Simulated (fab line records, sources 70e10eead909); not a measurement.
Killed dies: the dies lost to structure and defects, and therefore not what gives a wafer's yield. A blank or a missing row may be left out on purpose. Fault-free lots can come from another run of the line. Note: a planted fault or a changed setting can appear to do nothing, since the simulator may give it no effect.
The tool behind it: which one? ; flow nand_harc ; 11 lots with 33 wafers sampled at 3 steps, on a route of 1302 steps

== WHAT EACH GAUGE READ, for each wafer ==
NHARC_P_ZERO_WELL_CD_MEAS_37: target cd 720 nm.
lot;measured;on;cd_nm (nm)
L524;day 2 00:14;cd_sem-01;719.6 718.5 720.2
L525;day 2 10:05;cd_sem-01;719.8 719.4 720.5
L526;day 2 20:29;cd_sem-03;721.0 718.9 718.9
L528;day 3 16:15;cd_sem-03;718.8 719.4 719.8
L533;day 5 18:25;cd_sem-03;729.9 732.1 728.5
L535;day 6 14:09;cd_sem-02;721.0 720.5 720.2
L537;day 7 10:14;cd_sem-03;718.8 716.9 718.9
L542;day 9 12:01;cd_sem-01;717.6 718.0 717.7
L543;day 9 22:05;cd_sem-03;720.9 720.3 718.8
L545;day 10 18:16;cd_sem-03;719.2 720.1 720.4
L547;day 11 14:14;cd_sem-02;719.6 720.2 720.3

== WHAT TOOL EACH LOT RAN ON (gives the tool, then ch and the chambers of the sampled wafers, and finally the start) ==
lot;NHARC_P_ZERO_WELL_ETCH_62;NHARC_P_ZERO_WELL_EXPOSE_34
L524;rie_diel-06 ch 1,2,3, day 2 00:05 or earlier;krf_scanner-02 ch 0, day 2 00:05
L525;rie_diel-04 ch 0,1,2, day 2 09:56 or earlier;krf_scanner-02 ch 0, day 2 09:56
L526;rie_diel-04 ch 0,1,2, day 2 20:20 or earlier;krf_scanner-01 ch 0, day 2 20:20
L528;rie_diel-07 ch 0,2, day 3 16:05 or earlier;krf_scanner-02 ch 0, day 3 16:05
L533;rie_diel-07 ch 0,1,3, day 5 18:16 or earlier;krf_scanner-04 ch 0, day 5 18:16
L535;rie_diel-04 ch 1,2,3, day 6 13:59 or earlier;krf_scanner-02 ch 0, day 6 13:59
L537;rie_diel-06 ch 1,2,3, day 7 10:05 or earlier;krf_scanner-02 ch 0, day 7 10:05
L542;rie_diel-07 ch 0,1,3, day 9 11:52 or earlier;krf_scanner-01 ch 0, day 9 11:52
L543;rie_diel-06 ch 0,2, day 9 21:56 or earlier;krf_scanner-04 ch 0, day 9 21:56
L545;rie_diel-06 ch 2,3, day 10 18:07 or earlier;krf_scanner-02 ch 0, day 10 18:07
L547;rie_diel-04 ch 0,2,3, day 11 14:05 or earlier;krf_scanner-04 ch 0, day 11 14:05
- NHARC_P_ZERO_WELL_ETCH_62: etches the open film in CHF3/Ar, target depth 13 nm, time 6.5 s.
- NHARC_P_ZERO_WELL_EXPOSE_34: exposes mask P PWELL, target cd 720 nm.

== THE ANSWER, worked out from the rows above alone ==
Rule: usual is defined by the lots themselves. Put in order of their means at a reading, lots are off if they are a third of the lots or fewer, leave a main group of 4 or more, and stand apart from it by a gap of 3 or more times the standard deviation of the main group's means; of several such gaps the widest counts. A main group whose means are all the same, to the digits that the tables above print for the reading, isn't used. Also off: a lot with no number at a reading for which 4 or more lots have one. Where the step has rows for the other lots, those lots are counted as sound.
Off: L533, at NHARC_P_ZERO_WELL_CD_MEAS_37 (cd_nm). Mean 719.5 nm and standard deviation 0.82 in the main group.
If a tool, at a process step before that reading, ran all the lots that are off and no sound lot after the first of them, it fits. The gauges at NHARC_P_ZERO_WELL_CD_MEAS_37 are tried like those tools. Because NHARC_P_ZERO_WELL_ETCH_62 lacks a start for some lots, the hours and order of its lots are taken from NHARC_P_ZERO_WELL_EXPOSE_34. No candidate that was tried fits.

== WHAT THE SIMULATOR HAD PUT IN ==
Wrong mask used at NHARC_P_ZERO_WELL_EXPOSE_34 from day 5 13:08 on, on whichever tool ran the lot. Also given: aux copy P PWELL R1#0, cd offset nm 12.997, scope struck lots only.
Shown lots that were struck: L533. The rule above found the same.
